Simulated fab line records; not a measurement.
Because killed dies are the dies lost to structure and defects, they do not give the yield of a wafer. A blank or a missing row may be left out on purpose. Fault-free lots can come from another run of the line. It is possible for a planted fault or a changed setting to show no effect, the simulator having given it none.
Which tool was responsible? + flow nand harc + 24 lots, 72 wafers sampled, at 6 steps of a route of 1159

## WHAT THE GAUGES READ, wafer by wafer
NHARC_A_CONTACT_OVL_MEAS_09. Usual: overlay x nm -0.1 nm, standard deviation 0.65; overlay y nm 0.2 nm, standard deviation 0.89.
| lot  | measured     | on         | overlay x nm (nm) | overlay y nm (nm) | flag |
|------|--------------|------------|-------------------|-------------------|------|
| L075 | day 16 19:35 | overlay-01 | -0.3 -0.7 -0.9    | 0.0 0.1 0.5       |      |
| L074 | day 17 01:29 | overlay-01 | -0.6 -0.7 -0.4    | 0.2 -0.6 -0.7     |      |
| L077 | day 17 12:29 | overlay-02 | 1.1 0.1 -0.2      | 0.1 0.0 0.3       |      |
| L076 | day 17 14:16 | overlay-02 | -0.6 0.0 -0.6     | -0.7 -0.9 -0.7    |      |
| L078 | day 17 21:35 | overlay-02 | -0.4 -0.3 -0.7    | 0.1 -0.1 -0.2     |      |
| L080 | day 18 03:01 | overlay-01 | 0.9 0.8 0.3       | 0.4 0.6 1.0       |      |
| L079 | day 18 04:10 | overlay-02 | 0.4 0.3 0.4       | 1.4 1.7 1.0       |      |
| L083 | day 18 17:13 | overlay-01 | 0.1 0.1 0.3       | 1.2 1.2 1.4       |      |
| L082 | day 18 22:25 | overlay-02 | -0.8 -1.1 -1.1    | -1.4 -1.1 -1.2    |      |
| L081 | day 19 05:44 | overlay-01 | -0.7 -0.8 -1.3    | 0.9 0.6 0.7       |      |
| L085 | day 19 07:08 | overlay-01 | -0.2 -0.2 0.1     | 0.2 0.1 0.4       |      |
| L084 | day 19 09:24 | overlay-01 | -0.2 -0.5 0.1     | -0.1 0.0 -0.1     |      |
| L088 | day 19 20:10 | overlay-02 | 0.0 0.0 0.2       | 1.6 1.5 1.3       |      |
| L087 | day 19 23:46 | overlay-02 | 1.2 0.9 0.7       | 0.9 0.3 0.9       |      |
| L090 | day 20 07:52 | overlay-02 | -0.6 -1.7 -1.1    | -0.3 0.3 0.1      |      |
| L086 | day 20 10:40 | overlay-02 | 0.0 0.1 1.1       | 0.4 0.2 0.2       |      |
| L089 | day 20 15:56 | overlay-02 | 0.0 0.2 0.2       | 0.5 0.5 0.3       |      |
| L091 | day 21 08:16 | overlay-01 | 0.5 -0.1 0.7      | 1.8 1.5 1.7       |      |
| L092 | day 21 10:28 | overlay-01 | 0.5 -0.2 -0.6     | 2.1 2.1 2.4       |      |
| L093 | day 21 12:01 | overlay-02 | 1.0 0.8 0.8       | -0.5 -0.1 -0.3    |      |
| L094 | day 22 12:39 | overlay-02 | 0.2 0.2 0.1       | -0.9 -1.2 -1.4    |      |
| L096 | day 22 11:15 | overlay-02 | 0.2 -0.3 -0.7     | -0.1 0.5 0.0      |      |
| L095 | day 22 13:50 | overlay-02 | 0.3 0.6 0.5       | 0.1 0.3 -0.3      |      |
| L097 | day 23 00:08 | overlay-02 | 0.0 -0.7 -0.5     | -0.5 -1.1 -1.1    |      |

NHARC_A_BLC_INSPECT_12. Usual: raw defect count 28, standard deviation 12.
| lot  | measured     | on                | raw defect count | flag |
|------|--------------|-------------------|------------------|------|
| L075 | day 17 02:36 | defect inspect-01 | 21 33 29         |      |
| L074 | day 17 11:51 | defect inspect-01 | 18 16 15         |      |
| L077 | day 17 21:50 | defect inspect-01 | 25 25 15         |      |
| L076 | day 18 00:49 | defect inspect-01 | 31 37 24         |      |
| L078 | day 18 05:22 | defect inspect-01 | 24 23 16         |      |
| L080 | day 18 13:11 | defect inspect-01 | 37 36 31         |      |
| L079 | day 18 14:22 | defect inspect-01 | 6 16 9           |      |
| L083 | day 19 01:41 | defect inspect-01 | 39 26 43         |      |
| L082 | day 19 03:52 | defect inspect-02 | 11 15 8          |      |
| L081 | day 19 12:28 | defect inspect-01 | 11 8 14          |      |
| L085 | day 19 15:56 | defect inspect-01 | 24 39 23         |      |
| L084 | day 19 17:33 | defect inspect-01 | 31 24 36         |      |
| L088 | day 20 01:34 | defect inspect-02 | 15 14 23         |      |
| L087 | day 20 05:54 | defect inspect-02 | 36 27 30         |      |
| L090 | day 20 18:46 | defect inspect-01 | 52 32 38         |      |
| L086 | day 20 20:22 | defect inspect-02 | 51 45 51         |      |
| L089 | day 20 21:47 | defect inspect-01 | 33 34 34         |      |
| L091 | day 21 19:42 | defect inspect-02 | 22 10 16         |      |
| L092 | day 21 20:34 | defect inspect-02 | 38 44 34         |      |
| L093 | day 21 20:49 | defect inspect-02 | 56 46 50         |      |
| L094 | day 23 00:01 | defect inspect-01 | 13 19 19         |      |
| L096 | day 22 19:44 | defect inspect-02 | 50 49 41         |      |
| L095 | day 23 00:46 | defect inspect-01 | 19 20 24         |      |
| L097 | day 23 07:50 | defect inspect-02 | 36 31 35         |      |

NHARC_A_BLC_CD_MEAS_19. Usual: cd nm 99.4 nm, standard deviation 2.6.
| lot  | measured     | on        | cd nm (nm)       | flag |
|------|--------------|-----------|------------------|------|
| L075 | day 17 03:38 | cd sem-01 | 99.6 97.8 96.7   |      |
| L074 | day 17 12:57 | cd sem-01 | 99.8 97.2 96.3   |      |
| L077 | day 17 22:52 | cd sem-02 | 95.7 99.2 103.1  |      |
| L076 | day 18 01:51 | cd sem-01 | 100.1 99.2 101.8 |      |
| L078 | day 18 06:23 | cd sem-01 | 100.2 97.6 95.2  |      |
| L080 | day 18 14:13 | cd sem-01 | 99.3 98.5 103.5  |      |
| L079 | day 18 15:24 | cd sem-02 | 97.0 100.1 98.9  |      |
| L083 | day 19 02:55 | cd sem-03 | 99.6 96.1 103.5  |      |
| L082 | day 19 04:53 | cd sem-03 | 96.1 99.1 99.8   |      |
| L081 | day 19 13:30 | cd sem-02 | 98.3 101.8 100.6 |      |
| L085 | day 19 16:58 | cd sem-02 | 98.5 96.5 96.5   |      |
| L084 | day 19 18:55 | cd sem-03 | 96.6 99.4 97.9   |      |
| L088 | day 20 02:49 | cd sem-02 | 101.5 101.8 97.0 |      |
| L087 | day 20 06:56 | cd sem-03 | 95.7 96.7 98.3   |      |
| L090 | day 20 19:47 | cd sem-01 | 100.3 102.8 99.7 |      |
| L086 | day 20 21:27 | cd sem-02 | 98.1 98.4 96.4   |      |
| L089 | day 20 22:49 | cd sem-03 | 105.0 99.1 100.3 |      |
| L091 | day 21 20:44 | cd sem-01 | 99.2 100.3 99.2  |      |
| L092 | day 21 21:41 | cd sem-02 | 100.4 98.5 99.0  |      |
| L093 | day 21 21:53 | cd sem-01 | 96.9 100.5 96.5  |      |
| L094 | day 23 01:02 | cd sem-03 | 97.7 103.2 98.0  |      |
| L096 | day 22 20:46 | cd sem-01 | 99.3 101.5 96.6  |      |
| L095 | day 23 01:47 | cd sem-03 | 99.8 99.0 97.4   |      |
| L097 | day 23 08:52 | cd sem-03 | 98.2 101.8 98.3  |      |

NHARC_A_M0_THK_MEAS_24: measures by xrf. Usual: thk nm 114.2 nm, standard deviation 1.8.
| lot  | measured     | on            | thk nm (nm)       | flag |
|------|--------------|---------------|-------------------|------|
| L075 | day 17 13:45 | film metro-02 | 115.6 114.0 115.1 |      |
| L074 | day 17 22:53 | film metro-01 | 114.2 115.9 119.0 |      |
| L077 | day 18 07:14 | film metro-01 | 113.2 111.3 114.6 |      |
| L076 | day 18 13:10 | film metro-01 | 111.7 117.7 113.6 |      |
| L078 | day 18 16:28 | film metro-01 | 111.9 115.2 112.9 |      |
| L080 | day 18 20:56 | film metro-02 | 111.9 115.1 114.3 |      |
| L079 | day 18 21:14 | film metro-01 | 111.8 113.7 116.3 |      |
| L083 | day 19 08:19 | film metro-01 | 114.2 115.3 113.7 |      |
| L082 | day 19 14:27 | film metro-01 | 115.1 114.4 114.1 |      |
| L081 | day 19 20:56 | film metro-01 | 111.1 113.0 114.3 |      |
| L085 | day 19 22:28 | film metro-02 | 113.0 115.9 114.1 |      |
| L084 | day 20 00:40 | film metro-01 | 116.7 114.1 113.8 |      |
| L088 | day 20 08:09 | film metro-01 | 111.7 115.8 114.6 |      |
| L087 | day 20 12:25 | film metro-01 | 110.7 113.0 110.3 |      |
| L090 | day 21 01:13 | film metro-02 | 112.9 110.9 112.8 |      |
| L086 | day 21 02:45 | film metro-02 | 114.6 112.2 112.7 |      |
| L089 | day 21 04:32 | film metro-02 | 116.8 114.5 113.8 |      |
| L091 | day 22 02:53 | film metro-01 | 114.0 113.3 115.1 |      |
| L092 | day 22 03:56 | film metro-01 | 114.0 113.8 112.9 |      |
| L093 | day 22 04:40 | film metro-02 | 116.0 113.8 114.9 |      |
| L094 | day 23 09:15 | film metro-01 | 114.7 117.2 115.8 |      |
| L096 | day 23 04:34 | film metro-02 | 111.6 115.6 113.7 |      |
| L095 | day 23 09:49 | film metro-02 | 115.2 116.4 114.4 |      |
| L097 | day 23 16:23 | film metro-01 | 113.8 114.4 115.6 |      |

## EACH LOT AND THE TOOL THAT RAN IT (in order: tool; ch and the chambers of the sampled wafers; start)
| lot  | NHARC_A_CONTACT_ETCH_130             | NHARC_A_CONTACT_ETCH_137             |
|------|--------------------------------------|--------------------------------------|
| L075 | har cap etch-02 ch 0,1, day 16 15:19 | har cap etch-03 ch 0,1, day 16 21:37 |
| L074 | har cap etch-02 ch 0,1, day 16 20:33 | har cap etch-02 ch 0, day 17 03:12   |
| L077 | har cap etch-01 ch 0,1, day 17 06:34 | har cap etch-01 ch 0,1, day 17 14:07 |
| L076 | har cap etch-02 ch 0,1, day 17 08:49 | har cap etch-01 ch 0,1, day 17 15:51 |
| L078 | har cap etch-02 ch 0,1, day 17 17:15 | har cap etch-02 ch 1, day 17 23:26   |
| L080 | har cap etch-03 ch 0,1, day 17 22:50 | har cap etch-01 ch 0,1, day 18 04:39 |
| L079 | har cap etch-01 ch 0,1, day 17 23:00 | har cap etch-02 ch 0,1, day 18 05:47 |
| L083 | har cap etch-01 ch 0,1, day 18 12:17 | har cap etch-02 ch 0,1, day 18 19:47 |
| L082 | har cap etch-02 ch 0,1, day 18 16:25 | har cap etch-01 ch 0,1, day 18 23:57 |
| L081 | har cap etch-02 ch 0,1, day 19 01:20 | har cap etch-02 ch 0,1, day 19 07:17 |
| L085 | har cap etch-03 ch 0,1, day 19 03:02 | har cap etch-02 ch 0,1, day 19 08:40 |
| L084 | har cap etch-01 ch 0,1, day 19 04:46 | har cap etch-02 ch 0,1, day 19 10:58 |
| L088 | har cap etch-03 ch 0,1, day 19 15:56 | har cap etch-01 ch 0,1, day 19 21:46 |
| L087 | har cap etch-01 ch 0,1, day 19 18:16 | har cap etch-03 ch 0,1, day 20 01:25 |
| L090 | har cap etch-02 ch 0,1, day 20 02:50 | har cap etch-02 ch 0,1, day 20 09:25 |
| L086 | har cap etch-03 ch 0,1, day 20 06:31 | har cap etch-03 ch 0, day 20 12:14   |
| L089 | har cap etch-01 ch 0,1, day 20 11:46 | har cap etch-01 ch 0,1, day 20 17:28 |
| L091 | har cap etch-01 ch 0,1, day 20 23:45 | har cap etch-01 ch 0,1, day 21 09:48 |
| L092 | har cap etch-03 ch 0,1, day 21 04:07 | har cap etch-03 ch 0,1, day 21 12:01 |
| L093 | har cap etch-02 ch 0,1, day 21 05:57 | har cap etch-02 ch 0,1, day 21 13:37 |
| L094 | har cap etch-01 ch 0,1, day 22 05:41 | har cap etch-01 ch 0,1, day 22 14:12 |
| L096 | har cap etch-03 ch 0,1, day 22 05:57 | har cap etch-03 ch 0,1, day 22 12:50 |
| L095 | har cap etch-02 ch 0,1, day 22 09:05 | har cap etch-03 ch 0,1, day 22 16:59 |
| L097 | har cap etch-02 ch 0,1, day 22 19:57 | har cap etch-02 ch 0,1, day 23 01:44 |
- NHARC_A_CONTACT_ETCH_130: etches the open film in C4F8/O2/Ar, time 155 s, target depth 956 nm.
- NHARC_A_CONTACT_ETCH_137: etches the open film in C4F8/O2/Ar, time 132 s, target depth 1287 nm.

## AS READ BY THE TOOLS THEMSELVES (means over the sampled wafers that have a number; for cases with no such wafer, the mark the record gives instead)
The record holds no such reading with a usual standard deviation.

## THE ANSWER, worked out from the rows above alone
Rule: lot off if the mean of its wafers having a number is beyond 3 standard deviations from the usual mean. A lot without any number at a reading at which 4 lots or more have one is off too. Where the step has rows for the other lots, those lots are counted as sound. The gauges are gone through in route order, then the tools' own readings, and for those a lot's mean is taken as printed above. The first step at which some lot is off is used, and at that step the reading that is off furthest; a lot without a number counts as furthest.
None of the lots is off at any reading shown; this tells nothing.

## WHAT WAS PUT IN BY THE SIMULATOR
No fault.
